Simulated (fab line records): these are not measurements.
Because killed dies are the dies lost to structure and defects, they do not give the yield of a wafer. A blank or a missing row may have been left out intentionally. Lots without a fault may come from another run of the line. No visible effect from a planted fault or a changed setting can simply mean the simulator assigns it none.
fab line records	flow n5_finfet
record lots=6	wafers=18	last_day=18
route steps=1938 shown MOL_CONTACT_COAG@548 BEOL_M4@1111 PASSIVATION@1936
lots that met no fault: from a run of the same line without faults
start_h: the number of hours between the record's first day and the start of the first shown wafer of the lot	wait_h: hours elapsed since this lot's preceding step	" repeats the value in the row above	L1.1+2: several wafers, shown together as one row	- either no value or no given start	* or withheld: withheld	< > ~ a bound
route shown NAME@n: names a module that has steps shown in the file, with the first one's number in the route	usual: mean/standard deviation taken from wafers without a fault	same: alike in all rows	chamber/n: place in a boat	sites: each site's reading	_std_site: their standard deviation	_edge_site: mean of outer sites minus mean of inner sites	radius_mm: how far each site lies from the wafer's centre	mask NAME#n: copy n	behind: the most recent tool/chamber to have shaped the wafer	hold: reason for holding the lot/hours on hold/outcome of the hold	device: the n, p or np transistor that did not switch	end of line: the tests these same wafers got at the end of their route	a step with no rows: only its recipe	killed: not the wafer's yield, but the dies lost to structure and defects at the first sort	map: shows each die of a wafer: x if killed, . if not, _ if none is there
set.NAME: the setting the step ran with; set.NAME@STEP: the setting that earlier step ran with	model.NAME: the simulator's own value behind a step, which no gauge read
lots at some steps of the route; a table a step, a row a wafer
services: when a tool's chamber went out of use (start_h, in hours from the record's first day, below 0 if earlier), for how many hours, and the reason
## steps
# step N5_MOL_CONTACT_COAG_CO_FILL_22
# recipe material=Co	target_thk_a=200	temp_c=200	precursor=CCTBA/H2	pressure_torr=30
# usual chamber_pressure_Torr=29.99/0.07	heater_power_w=251/30
lot.wafer	tool	chamber	start_h	wait_h	chamber_pressure_Torr	heater_power_w
L941.3	cvd_co-02	1	99.66	0.1	30.01	240
L941.4	"	0	"	"	29.88	235
L941.6	"	2	"	"	30.10	270
L942.1	cvd_co-01	0	108.13	0.1	29.94	227
L942.2	"	2	"	"	29.96	239
L942.5	"	1	"	"	29.89	320
L946.3	cvd_co-01	1	133.13	0.2	30.03	330
L946.4	"	0	"	"	29.95	222
L946.5	"	2	"	"	30.02	239
L949.2	cvd_co-02	0	150.16	0.1	30.09	231
L949.3	"	2	"	"	30.01	270
L949.4	"	2	"	"	29.99	266
L954.1	cvd_co-02	2	182.02	0.1	30.04	270
L954.4	"	0	"	"	30.00	228
L954.5	"	1	"	"	29.98	232
L962.1	cvd_co-02	1	235.30	0.1	30.02	229
L962.3	"	2	"	"	29.88	260
L962.6	"	0	"	"	30.09	227
# step N5_MOL_CONTACT_COAG_ANNEAL_113
# recipe temp_c=400	time_s=300	ambient=H2/N2
# usual lamp_power_pct=2.89/0.24	lamp_zone_1_pct=2.89/0.24	wafer_temp_C_max=401.7/0.37
lot.wafer	tool	chamber	start_h	wait_h	lamp_power_pct	lamp_zone_1_pct	wafer_temp_C_max
L941.3	rtp_anneal-02	0	100.57	0.6	2.52	2.52	401.5
L941.4	"	0	"	"	2.52	2.52	401.4
L941.6	"	0	"	"	2.52	2.52	401.9
L942.1	rtp_anneal-02	0	108.86	0.4	2.52	2.52	402.3
L942.2	"	0	"	"	2.51	2.52	401.7
L942.5	"	0	"	"	2.52	2.52	401.9
L946.3	rtp_anneal-01	0	134.05	0.6	3.04	3.03	401.3
L946.4	"	0	"	"	3.04	3.04	401.5
L946.5	"	0	"	"	3.05	3.04	402.1
L949.2	rtp_anneal-01	0	150.96	0.5	3.04	3.05	401.1
L949.3	"	0	"	"	3.04	3.04	401.7
L949.4	"	0	"	"	3.04	3.04	401.4
L954.1	rtp_anneal-01	0	182.68	0.4	3.04	3.04	402.1
L954.4	"	0	"	"	3.04	3.04	401.6
L954.5	"	0	"	"	3.04	3.04	402.0
L962.1	rtp_anneal-01	0	235.91	0.3	3.04	3.04	401.7
L962.3	"	0	"	"	3.04	3.04	401.5
L962.6	"	0	"	"	3.04	3.04	401.6
# step N5_MOL_CONTACT_COAG_PRE_CLEAN_142
# recipe gas=H2/He	time_s=60	temp_c=300
# usual heater_power_w=473/53
lot.wafer	tool	chamber	start_h	wait_h	heater_power_w
L941.3	pvd_sputter-03	-	103.04	2.3	461
L941.4	"	-	"	"	406
L941.6	"	-	"	"	438
L942.1	pvd_sputter-03	-	111.14	2.1	447
L942.2	"	-	"	"	469
L942.5	"	-	"	"	441
L946.3	pvd_sputter-02	-	137.34	3.1	526
L946.4	"	-	"	"	572
L946.5	"	-	"	"	549
L949.2	pvd_sputter-01	-	152.84	1.7	474
L949.3	"	-	"	"	449
L949.4	"	-	"	"	386
L954.1	pvd_sputter-01	-	185.60	2.8	478
L954.4	"	-	"	"	452
L954.5	"	-	"	"	452
L962.1	pvd_sputter-02	-	237.74	1.7	570
L962.3	"	-	"	"	554
L962.6	"	-	"	"	497
# step N5_MOL_CONTACT_COAG_SPUTTER_130
# recipe material=Co	target_thk_a=475	temp_c=25	chamber_pressure_pa=0.5	power_w=3000
# step N5_MOL_CONTACT_COAG_PRECLEAN_125
# recipe chemistry=DIW	time_s=57.5	temp_c=23
# step N5_MOL_CONTACT_COAG_SRD_126
# recipe dry_time_s=32	dry=n2_spin	spin_rpm=1500
# step N5_MOL_CONTACT_COAG_CMP_23
# recipe stop_on=SiO2	t_overpolish_s=1.5	post_cmp_clean=cu_alkaline	down_force_psi=2	platen_rpm=50.289	pad_velocity_m_s=1.0006	target_thk_nm=0
# step N5_MOL_CONTACT_COAG_WET_ETCH_26
# recipe target=Co	target_depth_nm=13
# step N5_MOL_CONTACT_COAG_WET_ETCH_116
# recipe chemistry=SC1-inhibited	target_depth_nm=4.6	dry=ipa_marangoni	rinse_time_s=30	rinse_temp_c=23
# step N5_MOL_CONTACT_COAG_ALD_27
# recipe material=SiOC	target_thk_a=170	temp_c=400	ald_precursor_family=carbosiloxane	ald_co_reactant=H2-plasma	pulse_time_s=1.5	time_s=2720	purge_time_s=2	co_reactant_purge_time_s=2	ald_cycles=340	pressure_torr=2
# usual chamber_pressure_Torr=1.999/0.0045	heater_power_w=850/82	precursor_pulse_height_rel=1.001/0.022
# same ald_cycles=340
lot.wafer	tool	chamber	start_h	wait_h	chamber_pressure_Torr	heater_power_w	precursor_pulse_height_rel
L941.3	ald_sin-03	0	104.10	0.0	1.999	865	1.042
L941.4	"	2	"	"	1.989	1031	1.010
L941.6	"	1	"	"	2.004	810	1.025
L942.1	ald_sin-03	1	112.44	0.3	1.995	817	0.997
L942.2	"	2	"	"	1.996	1027	0.998
L942.5	"	0	"	"	1.995	884	1.006
L946.3	ald_sin-03	1	138.42	0.0	1.994	831	1.041
L946.4	"	2	"	"	1.992	999	0.958
L946.5	"	3	"	"	1.997	784	0.989
L949.2	ald_sin-01	0	153.97	0.1	2.002	900	1.026
L949.3	"	2	"	"	1.992	828	1.021
L949.4	"	3	"	"	2.000	685	0.990
L954.1	ald_sin-03	0	186.66	0.0	2.009	883	0.962
L954.4	"	1	"	"	2.005	811	0.984
L954.5	"	2	"	"	2.007	1046	0.985
L962.1	ald_sin-02	1	238.95	0.0	2.003	860	0.997
L962.3	"	2	"	"	2.001	937	1.026
L962.6	"	0	"	"	2.000	846	1.010
# step N5_MOL_CONTACT_COAG_CMP_28
# recipe stop_on=SiNx	t_overpolish_s=0.85	post_cmp_clean=alkaline_brush	down_force_psi=4.15	platen_rpm=51.8	pad_velocity_m_s=1.0307	target_thk_nm=14.522
# usual motor_current_A=12.0/0.92	slurry_filter_dp_kPa=13.50/0.14	time_to_endpoint_s=4.9/1.9
# same t_overpolish_s=0.85
lot.wafer	tool	chamber	start_h	wait_h	motor_current_A	slurry_filter_dp_kPa	time_to_endpoint_s
L941.3	cmp-02	3	105.67	0.8	12.1	13.75	4.7
L941.4	"	2	"	"	12.3	13.54	4.9
L941.6	"	3	"	"	12.2	13.46	3.8
L942.1	cmp-01	0	114.04	0.8	13.8	13.42	2.5
L942.2	"	1	"	"	12.9	13.35	4.5
L942.5	"	3	"	"	10.2	13.41	5.2
L946.3	cmp-01	0	140.03	0.8	13.8	13.47	4.1
L946.4	"	1	"	"	12.8	13.58	2.9
L946.5	"	3	"	"	10.4	13.73	6.7
L949.3	cmp-01	1	155.53	0.8	12.1	13.43	6.0
L949.2	"	3	"	"	9.8	13.65	8.8
L949.4	"	0	"	"	14.2	13.63	5.1
L954.4	cmp-02	1	188.27	0.8	11.2	13.41	3.8
L954.1	"	3	"	"	12.6	13.57	4.2
L954.5	"	0	"	"	13.0	13.64	6.7
L962.1	cmp-02	0	240.60	0.9	13.4	13.62	3.3
L962.3	"	1	"	"	11.9	13.42	6.5
L962.6	"	3	"	"	12.1	13.39	4.0
# step N5_MOL_CONTACT_COAG_THK_MEAS_29
# recipe reads=SiNx_of_GATE_CUT_PECVD_57+SiNx_of_GATE_CUT_SAC_CAP_01
# usual MD_CAP_THK=17.93/0.068
lot.wafer	tool	chamber	start_h	wait_h	MD_CAP_THK[nm]
L941.3	film_metro-01	-	105.96	-	17.97
L941.4	"	-	"	"	17.89
L941.6	"	-	"	"	17.90
L942.1	film_metro-02	-	114.30	-	17.82
L942.2	"	-	"	"	17.90
L942.5	"	-	"	"	17.95
L946.3	film_metro-01	-	140.28	-	18.03
L946.4	"	-	"	"	17.95
L946.5	"	-	"	"	17.97
L949.2	film_metro-01	-	155.83	-	17.97
L949.3	"	-	"	"	17.99
L949.4	"	-	"	"	17.89
L954.1	film_metro-02	-	188.52	-	17.93
L954.4	"	-	"	"	17.82
L954.5	"	-	"	"	17.96
L962.1	film_metro-02	-	240.83	0.2	17.78
L962.3	"	-	"	"	17.79
L962.6	"	-	"	"	17.79
# step N5_MOL_CONTACT_COAG_ALD_123
# recipe material=SiNx	target_thk_a=50	temp_c=400	ald_precursor_family=SiH2I2	ald_co_reactant=N2/H2-plasma	pulse_time_s=1	purge_time_s=2	co_reactant_purge_time_s=2	ald_cycles=100	pressure_torr=2
# usual chamber_pressure_Torr=2.000/0.0044	heater_power_w=840/79	precursor_pulse_height_rel=1.000/0.019
# same ald_cycles=100
lot.wafer	tool	chamber	start_h	wait_h	chamber_pressure_Torr	heater_power_w	precursor_pulse_height_rel
L941.3	ald_sin-03	0	106.01	0.0	1.995	870	1.011
L941.4	"	1	"	"	1.994	795	0.991
L941.6	"	3	"	"	2.004	785	1.016
L942.1	ald_sin-03	2	114.34	0.0	1.996	1008	1.003
L942.2	"	1	"	"	1.997	831	1.015
L942.5	"	1	"	"	1.997	804	0.998
L946.3	ald_sin-03	1	140.32	0.0	1.999	791	1.001
L946.4	"	2	"	"	1.996	987	0.957
L946.5	"	3	"	"	2.000	790	1.003
L949.2	ald_sin-02	0	155.87	0.0	2.004	863	0.984
L949.3	"	3	"	"	2.001	869	0.981
L949.4	"	1	"	"	2.000	850	1.004
L954.1	ald_sin-02	2	189.25	0.7	2.001	920	0.994
L954.4	"	3	"	"	2.002	846	1.012
L954.5	"	0	"	"	1.997	845	0.986
L962.1	ald_sin-02	1	240.93	0.1	1.995	856	1.030
L962.3	"	0	"	"	2.000	859	1.005
L962.6	"	2	"	"	1.999	925	1.036
# step N5_MOL_CONTACT_COAG_PECVD_31
# recipe material=SiO2	target_thk_a=460	temp_c=400	precursor=TEOS/O2	pressure_torr=6.5	rf_w=withheld	teos_flow_sccm=withheld	gas=O2	flow_sccm=2650	time_s=8.9
# step N5_MOL_CONTACT_COAG_COAT_75
# recipe resist=SOC	temp_c=250	time_s=60	spin_rpm=1500	resist_thk_nm=60
# step N5_MOL_CONTACT_COAG_COAT_76
# recipe resist=SiARC	temp_c=220	time_s=60	spin_rpm=1500	resist_thk_nm=10
# step N5_MOL_CONTACT_COAG_COAT_77
# recipe resist=underlayer	temp_c=205	time_s=60	spin_rpm=1500	resist_thk_nm=10
# step N5_MOL_CONTACT_COAG_COAT_78
# recipe resist=CAR-EUV	spin_rpm=1500	resist_thk_nm=40
# step N5_MOL_CONTACT_COAG_EBR_80
# recipe solvent=PGMEA	ebr_width_mm=1.5
# step N5_MOL_CONTACT_COAG_SOFTBAKE_79
# recipe temp_c=110	time_s=60	resist=CAR-EUV
# step N5_MOL_CONTACT_COAG_EXPOSE_81
# recipe mask_id=VG	na=0.33	source_shape=annular	sigma_inner=0.3	sigma_outer=0.7	polarization=unpolarized	defocus_nm=0	dose_mj=59.5
# step N5_MOL_CONTACT_COAG_PEB_82
# recipe peb_temp_c=100	peb_time_s=60	resist=CAR-EUV
# step N5_MOL_CONTACT_COAG_DEVELOP_83
# recipe develop_time_s=30	developer=TMAH	resist=CAR-EUV	rinse_liquid=surfactant_rinse	dry=air_spin	dev_temp_c=23
# step N5_MOL_CONTACT_COAG_CD_MEAS_84
# recipe target_cd_nm=25.1	landing_energy_ev=500	detector=se_inlens	polarity=opening
# usual cd_nm=25.13/0.24
lot.wafer	tool	chamber	start_h	wait_h	cd_nm
L941.3	cd_sem-03	0	106.85	-	25.43
L941.4	"	0	"	"	25.43
L941.6	"	0	"	"	25.26
L942.1	cd_sem-03	0	115.32	-	25.23
L942.2	"	0	"	"	24.96
L942.5	"	0	"	"	25.30
L946.3	cd_sem-01	0	141.17	-	25.04
L946.4	"	0	"	"	25.46
L946.5	"	0	"	"	25.14
L949.2	cd_sem-01	0	156.71	-	24.94
L949.3	"	0	"	"	25.34
L949.4	"	0	"	"	24.83
L954.1	cd_sem-03	0	190.24	-	25.24
L954.4	"	0	"	"	25.08
L954.5	"	0	"	"	25.14
L962.1	cd_sem-02	0	241.89	-	25.57
L962.3	"	0	"	"	25.50
L962.6	"	0	"	"	25.03
# step N5_MOL_CONTACT_COAG_OVL_MEAS_85
# recipe points_per_wafer=522
# usual VG_OVL=0.1/0.63
lot.wafer	tool	chamber	start_h	wait_h	VG_OVL[nm]
L941.3	overlay-02	0	106.89	0.0	0.3
L941.4	"	0	"	"	0.1
L941.6	"	0	"	"	1.0
L942.1	overlay-01	0	115.35	0.0	0.3
L942.2	"	0	"	"	-0.3
L942.5	"	0	"	"	-0.1
L946.3	overlay-01	0	141.21	0.0	0.4
L946.4	"	0	"	"	-0.6
L946.5	"	0	"	"	-0.7
L949.2	overlay-02	0	156.74	0.0	0.6
L949.3	"	0	"	"	0.8
L949.4	"	0	"	"	0.9
L954.1	overlay-01	0	190.27	0.0	0.8
L954.4	"	0	"	"	0.1
L954.5	"	0	"	"	0.5
L962.1	overlay-01	0	241.92	0.0	-0.4
L962.3	"	0	"	"	-1.3
L962.6	"	0	"	"	0.5
# step N5_MOL_CONTACT_COAG_INSPECT_57
# recipe mode=adi	inspect_instrument=brightfield
# usual raw_defect_count=210/64
lot.wafer	tool	chamber	start_h	wait_h	raw_defect_count
L941.3	defect_inspect-02	-	106.94	0.0	209
L941.4	"	-	"	"	169
L941.6	"	-	"	"	256
L942.1	defect_inspect-02	-	115.41	0.1	135
L942.2	"	-	"	"	194
L942.5	"	-	"	"	140
L946.3	defect_inspect-02	-	141.25	0.0	211
L946.4	"	-	"	"	1039
L946.5	"	-	"	"	185
L949.2	defect_inspect-01	-	156.80	0.0	202
L949.3	"	-	"	"	1089
L949.4	"	-	"	"	225
L954.1	defect_inspect-02	-	190.33	0.1	343
L954.4	"	-	"	"	375
L954.5	"	-	"	"	267
L962.1	defect_inspect-01	-	241.98	0.1	245
L962.3	"	-	"	"	200
L962.6	"	-	"	"	207
# step N5_MOL_CONTACT_COAG_DESCUM_88
# recipe chemistry=O2	time_s=7	source_power_w=50	bias_power_w=20	pressure_mtorr=20	rf_frequency_hz=2.712e+07	temp_c=40	resist=CAR-EUV	o2_flow_sccm=225
# step N5_BEOL_M4_RC_MEAS_101
# usual DIBL_N=36.4/1.4	DIBL_P=36.3/1.8	IOFF_N=0.163/0.024	IOFF_P=0.21/0.034	ION_N=673/11	ION_P=461/7.4	SS_N=71.6/0.52	SS_P=73.3/0.58	VT_N=249.4/2.5	VT_P=-250/3.5
lot.wafer	tool	chamber	start_h	wait_h	DIBL_N[mV/V]	DIBL_P[mV/V]	IOFF_N[nA/um]	IOFF_P[nA/um]	ION_N[uA/um]	ION_P[uA/um]	SS_N[mV/dec]	SS_P[mV/dec]	VT_N[mV]	VT_P[mV]
L941.3	prober-01	0	175.48	0.3	36.0	37.0	0.159	0.22	666	460	71.7	73.3	252.2	-248
L941.4	"	0	"	"	36.0	35.9	0.148	0.21	660	459	72.2	72.9	248.3	-248
L941.6	"	0	"	"	38.1	39.2	0.187	0.26	678	467	72.2	74.2	246.8	-247
L942.1	prober-02	0	185.89	0.0	35.0	34.8	0.139	0.17	670	451	70.5	72.4	250.9	-254
L942.2	"	0	"	"	37.5	38.6	0.190	0.22	685	464	71.5	73.7	244.7	-250
L942.5	"	0	"	"	37.7	38.4	0.194	0.22	670	456	72.1	73.8	245.4	-251
L946.3	prober-01	0	209.68	0.3	35.8	37.3	0.170	0.23	674	460	71.6	73.3	250.7	-249
L946.4	"	0	"	"	34.4	35.1	0.139	0.18	665	459	72.3	72.9	252.4	-252
L946.5	"	0	"	"	34.8	35.1	0.148	0.18	653	452	72.1	73.4	255.3	-253
L949.2	prober-02	0	218.75	0.2	36.6	36.8	0.184	0.21	695	472	71.4	73.4	244.8	-251
L949.3	"	0	"	"	36.4	36.9	0.178	0.22	694	471	71.0	73.2	248.3	-251
L949.4	"	0	"	"	38.0	39.1	0.220	0.27	696	476	71.2	73.9	244.8	-247
L954.1	prober-01	0	260.20	0.0	36.1	37.3	0.168	0.23	678	460	72.5	73.5	248.1	-249
L954.4	"	0	"	"	33.9	34.3	0.118	0.18	659	455	71.5	72.2	255.4	-249
L954.5	"	0	"	"	35.8	36.7	0.162	0.22	672	463	71.8	72.5	249.3	-247
L962.1	prober-01	0	305.94	0.0	40.2	38.5	0.211	0.29	689	475	72.2	73.4	247.9	-243
L962.3	"	0	"	"	39.1	37.0	0.180	0.26	666	461	72.6	73.1	249.2	-245
L962.6	"	0	"	"	40.0	37.8	0.204	0.29	683	471	72.2	74.0	246.8	-245
# step N5_PASSIVATION_PROBE_49
# usual defect_limited_yield=91.4/1.6	killed_at_M0_to_M3=34/12	killed_at_M4_up=13/5.2	killed_at_contacts=11/5.5	killed_at_front_end=40/13	killed_at_other=3.4/2.7	killed_dies=102/19	killed_on_rim=13/4.3	killed_open=66/15	killed_short=33/7.9	sort_bin_5_function=5.1/1.1	sort_bin_6_memory=3.2/0.7	sort_n_pass=1078/19	sort_yield_pct=91.4/1.6
# same gross_dies=1180	killed_at_back_side=0	sort_bin_4_leakage[%]=0	sort_bin_8_speed[%]=0
lot.wafer	tool	chamber	start_h	wait_h	defect_limited_yield[%]	killed_at_M0_to_M3	killed_at_M4_up	killed_at_contacts	killed_at_front_end	killed_at_other	killed_dies	killed_on_rim	killed_open	killed_short	sort_bin_5_function[%]	sort_bin_6_memory[%]	sort_n_pass	sort_yield_pct[%]
L946.3	prober-01	-	320.04	0.1	91.2	30	13	5	54	2	104	11	64	35	5.3	3.1	1076	91.2
L946.4	prober-01	-	320.09	0.2	44.5	30	10	585	30	0	655	89	49	25	35.9	15.4	525	44.5
L949.3	prober-02	-	321.77	0.1	42.6	20	12	616	25	4	677	88	46	28	35.6	17.5	503	42.6
L954.1	prober-01	-	381.01	0.0	87.5	50	14	12	69	2	147	21	98	47	7.0	4.7	1033	87.5
L954.4	prober-01	-	381.16	0.2	89.0	60	15	7	45	3	130	21	88	42	6.6	4.0	1050	89.0
L954.5	prober-01	-	381.21	0.2	88.9	45	20	12	50	4	131	11	86	42	6.5	3.8	1049	88.9
# killed by level:class
L946.3 GATE_CUT:geometric_particle:short=10 BEOL_M0_SAQP:geometric_particle:short=10 FIN_SAQP:geometric_particle:short=7 DUMMY_GATE:geometric_particle:open=7 BEOL_M0_SAQP:geometric_particle:open=7 BEOL_M1:geometric_particle:open=7 STI_FIN_REVEAL:geometric_particle:open=6 ILD0:geometric_particle:open=5
L946.4 MOL_CONTACT_COAG:unspecified=578 BEOL_M1:geometric_particle:open=8 MOL_CONTACT_COAG:geometric_particle:open=7 BEOL_M0_SAQP:geometric_particle:open=7 BEOL_M0_SAQP:geometric_particle:short=7 FIN_SAQP:geometric_particle:short=6 GATE_CUT:geometric_particle:open=6 DUMMY_GATE:geometric_particle:open=5
L949.3 MOL_CONTACT_COAG:unspecified=603 MOL_CONTACT_COAG:geometric_particle:open=11 BEOL_M0_SAQP:geometric_particle:short=8 BEOL_M4:geometric_particle:open=6 FIN_SAQP:geometric_particle:open=5 BEOL_M0_SAQP:geometric_particle:open=5 ILD0:geometric_particle:open=4 FIN_SAQP:geometric_particle:short=3
L954.1 STI_FIN_REVEAL:geometric_particle:open=17 BEOL_M0_SAQP:geometric_particle:open=14 BEOL_M0_SAQP:geometric_particle:short=13 FIN_SAQP:geometric_particle:open=12 BEOL_M2:geometric_particle:open=9 DUMMY_GATE:geometric_particle:open=7 MOL_CONTACT_COAG:geometric_particle:open=7 BEOL_M3:geometric_particle:open=7
L954.4 FIN_SAQP:geometric_particle:open=12 BEOL_M0_SAQP:geometric_particle:open=12 BEOL_M0_SAQP:geometric_particle:short=12 BEOL_M1:geometric_particle:open=11 BEOL_M3:geometric_particle:open=10 FIN_SAQP:geometric_particle:short=6 STI_FIN_REVEAL:geometric_particle:open=6 MOL_CONTACT_COAG:geometric_particle:open=6
L954.5 FIN_SAQP:geometric_particle:short=11 FIN_SAQP:geometric_particle:open=11 BEOL_M0_SAQP:geometric_particle:open=11 BEOL_M1:geometric_particle:open=11 STI_FIN_REVEAL:geometric_particle:open=10 MOL_CONTACT_COAG:geometric_particle:open=9 BEOL_M0_SAQP:geometric_particle:short=8 BEOL_M4:geometric_particle:open=8
# map L946.4 (x killed, . not)
_________________..xxxx...x..________________
______________..x.xx.xxxxx...xx._____________
___________..x...x..xxx.xx..xxx...x__________
__________.x.x.xx.xx...xxxx...xxx.x._________
________x..xxxxx.xxx.x..xxxx..xx..xx.._______
_______.xxxx.x.xx..xxxxxx.xxx..x...x.xx______
______..xxxx.xx..xxx.xxxxx.xxxxx...x.x.x_____
_____xxxxxx.xxx.x...xxx.....xx.xxx.xx.xxx____
____xxx..xxxx..x..x.xx..x.x..x..xx..x.x...___
___x.xxx.xxx..xxxx.xx.x.x....x.xxxx.xxx.xx.__
___.x......xxx.....x..xxx..xx.xxx..xx.xx.xx__
__xxx..x.x.x.xx..x...x.xx.....x....xxxxx..x._
__x.xx....xx.xxx...x...xx.x.xxxxx.xxx.xxxxx._
_x.xx.xxxxxx.xx.x...xxxx..xxx..x..x.xxxx.xx.x
_..x.xx.x.x..x..xxx.x.x.xxxx..xx.xxxx......xx
_..xxxx...x.x.x.x..x.x..x.x..x.x....xxxxxx..x
_xxx..x.xxx.xxx.xxxxxxxx...x..xxxxx...x.xx...
_xxxx....x...xxx...xx...xxxxx..x.xxxxxx.x...x
_.xx.xx...x..x...xx.xxx.xx..x...xxxx....x..xx
_.......xx.xx.x..xxx.xxx.xx.xx.x....x.x.x..x.
_xx...xxx.xx..xx....xx.x.xxx.x....x..xxxxx.x.
__.xx.xxxxx.xx.xx..xx.....xx.xx.x.xxx...x..._
__xxx....x.xxxx.xxx..xx..xxx.xxxx.x...x..xx._
___x.x...xxxx.xx.xx.....x.xxx.xxxx...xxxxxx__
___..x..x.x..xx.xxxxxx.xx...xx..x.xx...xxxx__
____...xx..xxxxx...x...x.x.x.x.xx..xxx.xxx___
_____.xx.xxx..x.xxxxx..xx..xxxxxx..x.....____
______x.x.xx.x...xxx.x.xx.x..x..x..xx.xx_____
_______x..x.x...x.x.x.x..x.x.xx.x.xx.xx______
________xxxxxxxxx.xxx.x...xxxx.x..xxxx_______
__________xx..x...x.x.....xxxx...xxx_________
___________xxxx.x.xxxx.x.xxxxxx.xxx__________
______________xxx.x.xxxxx...xxx._____________
_________________.xxx.xx..xxx________________
# map L949.3 (x killed, . not)
_________________xx.xxxx..x.x________________
______________xxx.xxxx.xxx..xx.._____________
___________xxx.xxxxxxxx.x.x.x..x.x.__________
__________x....xxxx..x.x...x..x.xx.x_________
________..x.x.x.xx...x....xx..x..xxxxx_______
_______xxxxx.x..xx.x.xx.x.x..x...x.xx..______
______......xxxxx...x..xxxx.x.x.xx.xxx.x_____
_____...xx...xxx.xxxx..x.xx.x.xxxx.x.xx.x____
____.x..xx.xx.xxxx.x.xxx.xxx...xx..xx.xxxx___
___x.xx.x..xx.x.x..x..xx.x.x.xxxxx.x.xxxx.x__
___xx.x...xxxxx.x.x....x.x.x....x.xxxxxx.xx__
__x..xxxx..xx.xxxx..x......xx.xxx.x.x.xxx.x._
__.x.xxx.....x.x.xxx..xxx..xxxxxxxxx.x.xx.x._
_xx.x.xx.xxxx.xx.xxx..x.xxxxx..x.xxxx.xx..x.x
_xx..x.xx.xx....x.xxxxx..xxxxxxx.x.x..x.xxxx.
_x..xx..xxx..x.....xx.....xx...xx.xxxx...x..x
_xxxxxxx..x..xx..x.xx....x.xx..xxxxxx.xx.x.xx
_x.x.xxxx.xxxxx.x..xx.x......xx.x.x...x.x....
_x...xxx..xx.x....x.x.xx.xxxxx...xxx.xxxx.xxx
_..xxxxx.xx.x..xx.xxxxxx.xxxxx..xxx.xx.xxx.xx
_.xxxxxxxx.x..xxxx...xxxx.x..xxx..xxx....x.xx
__..xxxx.x.x..x.xxxxxxxxx.x.x.xx....xx.xxx.x_
__xxx.xx.........xxxx.x.x.xx.xxx..xx.x..xx.._
___...xxxxx...xx.x..x...xx...xxx..x.x.xx.xx__
___x.x.xxxx.x.xxx...xx.xx...xxxxxx..xx.xxx.__
____..xxx..x.xxxxx.xxx..x.........xx.xx...___
_____x..xxx...xxxx.....xxx..xxxxxxxxxx.xx____
______xxxxx..x...xxx.x.x.xx...x.x...xxxx_____
_______.x..x.xx..xxxx.x...xxx...x..xxx.______
________..xx.xx...xxxxxx..xxx...x.x.x._______
__________.xxxx.x..xxxxxxxx.xx.xxxx._________
___________..xxxxxx.x.....xxx.xxx..__________
______________x.xxx..xx.xx.x..xx_____________
_________________..xxxx.xxx.x________________
## services
tool	chamber	start_h	hours	kind
pvd_sputter-02	-	77.25	5.6	repair
ald_sin-01	-	86.18	14.0	pm
ald_sin-01	0	86.18	14.0	vent_cycle
ald_sin-01	1	86.18	14.0	vent_cycle
ald_sin-01	2	86.18	14.0	vent_cycle
ald_sin-01	3	86.18	14.0	vent_cycle
ald_sin-01	0	100.18	-	clean
ald_sin-01	1	100.18	-	clean
ald_sin-01	2	100.18	-	clean
ald_sin-01	3	100.18	-	clean
rtp_anneal-02	-	111.10	4.5	pm
cvd_co-02	1	114.67	-	clean
cvd_co-02	1	114.67	22.0	scheduled_down
cvd_co-02	1	114.67	22.0	vent_cycle
ald_sin-02	0	120.69	7.7	repair
pvd_sputter-03	-	134.61	4.0	repair
cvd_co-01	-	136.95	16.5	repair
cmp-02	-	150.80	4.0	pm
cmp-02	-	154.80	-	consumable_replace:conditioner
cmp-02	-	154.80	-	consumable_replace:pad
ald_sin-01	0	159.33	3.7	repair
cvd_co-01	-	206.43	0.5	repair
cmp-02	-	215.18	2.3	repair
cmp-01	-	230.12	0.3	repair
## key
first_sign step=N5_MOL_CONTACT_COAG_INSPECT_57	reading=raw_defect_count	direction=up	sigmas=13	usual=210	struck=1064
effect step=N5_PASSIVATION_PROBE_49	reading=killed_at_contacts	direction=up	sigmas=99+	usual=11	struck=600
more_kills_born_at N5_MOL_CONTACT_COAG_CMP_28@cmp-01=1180
met_at N5_MOL_CONTACT_COAG_CMP_28
struck_wafers L946.4,L949.3
onset_between 114.04 140.03
fault kind=chamber_particle_source	tool=cmp-01	chamber=1	onset_h=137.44	steps=N5_MOL_CONTACT_COAG_CMP_28	rate_per_visit_cm2=1.2997	end_h=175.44
